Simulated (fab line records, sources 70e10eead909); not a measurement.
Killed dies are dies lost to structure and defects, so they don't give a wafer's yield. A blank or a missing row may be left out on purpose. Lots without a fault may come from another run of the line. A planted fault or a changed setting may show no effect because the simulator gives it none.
Chamber matching | flow nand_harc | NHARC_A_BLC_ETCH_16 on rie_diel-11: 4 sister chambers
The step etches the open film in CF4, target depth 39 nm, time 65 s. 18 wafers are shown with their chamber, then 9 later ones without.

WAFERS WITH THEIR CHAMBER
wafer  | chamber | showerhead_plenum_p_Torr (Torr) | drypump_motor_current_A (A) | oes_product_au (a.u.)
L076.1 | 1       | 1.75                            | 6.7                         | 0.963
L076.2 | 0       | 1.66                            | 5.4                         | 0.998
L076.4 | 3       | 1.85                            | 5.4                         | 0.986
L077.1 | 1       | 1.75                            | 6.7                         | 0.973
L077.2 | 0       | 1.66                            | 5.4                         | 0.993
L077.4 | 3       | 1.85                            | 5.4                         | 0.981
L080.2 | 0       | 1.66                            | 5.4                         | 0.992
L080.3 | 1       | 1.74                            | 6.7                         | 0.982
L080.5 | 0       | 1.66                            | 5.4                         | 0.992
L085.2 | 2       | 1.81                            | 5.9                         | 1.005
L085.3 | 3       | 1.85                            | 5.5                         | 1.003
L085.6 | 1       | 1.74                            | 6.7                         | 0.976
L088.2 | 1       | 1.74                            | 6.7                         | 0.979
L088.4 | 2       | 1.81                            | 5.9                         | 1.013
L088.5 | 0       | 1.66                            | 5.4                         | 0.986
L089.1 | 0       | 1.66                            | 5.4                         | 0.998
L089.2 | 3       | 1.85                            | 5.4                         | 1.004
L089.4 | 2       | 1.81                            | 5.9                         | 1.022

SIGNATURES (means of the wafers above)
reading                  | chamber 0 | chamber 1 | chamber 2 | chamber 3 | scatter within a chamber
showerhead_plenum_p_Torr | 1.6600    | 1.7440    | 1.8100    | 1.8500    | 0.00293
drypump_motor_current_A  | 5.400     | 6.700     | 5.900     | 5.425     | 0.0231
oes_product_au           | 0.99317   | 0.97460   | 1.01333   | 0.99350   | 0.00789
Rule: a wafer's distance from a chamber is the root of the sum, over the readings, of the square of ((its reading less the chamber's mean) divided by the reading's scatter). The wafer belongs to the nearest chamber; if the next one is less than 2 further off, it can't be placed. The scatter: the root of (the sum of the squares of (reading less its chamber's mean) over the shown wafers, divided by (wafers less chambers)).

WAFERS WITHOUT THEIR CHAMBER
wafer  | showerhead_plenum_p_Torr (Torr) | drypump_motor_current_A (A) | oes_product_au (a.u.)
L092.2 | 1.85                            | 5.4                         | 1.003
L092.3 | 1.66                            | 5.4                         | 0.991
L092.5 | 1.81                            | 5.9                         | 0.999
L094.1 | 1.74                            | 6.7                         | 0.982
L094.3 | 1.66                            | 5.4                         | 1.006
L094.4 | 1.85                            | 5.4                         | 1.017
L095.2 | 1.66                            | 5.4                         | 1.000
L095.4 | 1.74                            | 6.6                         | 0.971
L095.5 | 1.85                            | 5.4                         | 1.009

WHICH CHAMBER EACH WENT THROUGH
wafer  | from the rows above | in truth
L092.2 | 3                   | 3
L092.3 | 0                   | 0
L092.5 | 2                   | 2
L094.1 | 1                   | 1
L094.3 | 0                   | 0
L094.4 | 3                   | 3
L095.2 | 0                   | 0
L095.4 | 1                   | 1
L095.5 | 3                   | 3
Placed correctly: 9 of 9. Can't be placed from these rows: 0. Placed wrongly: 0.
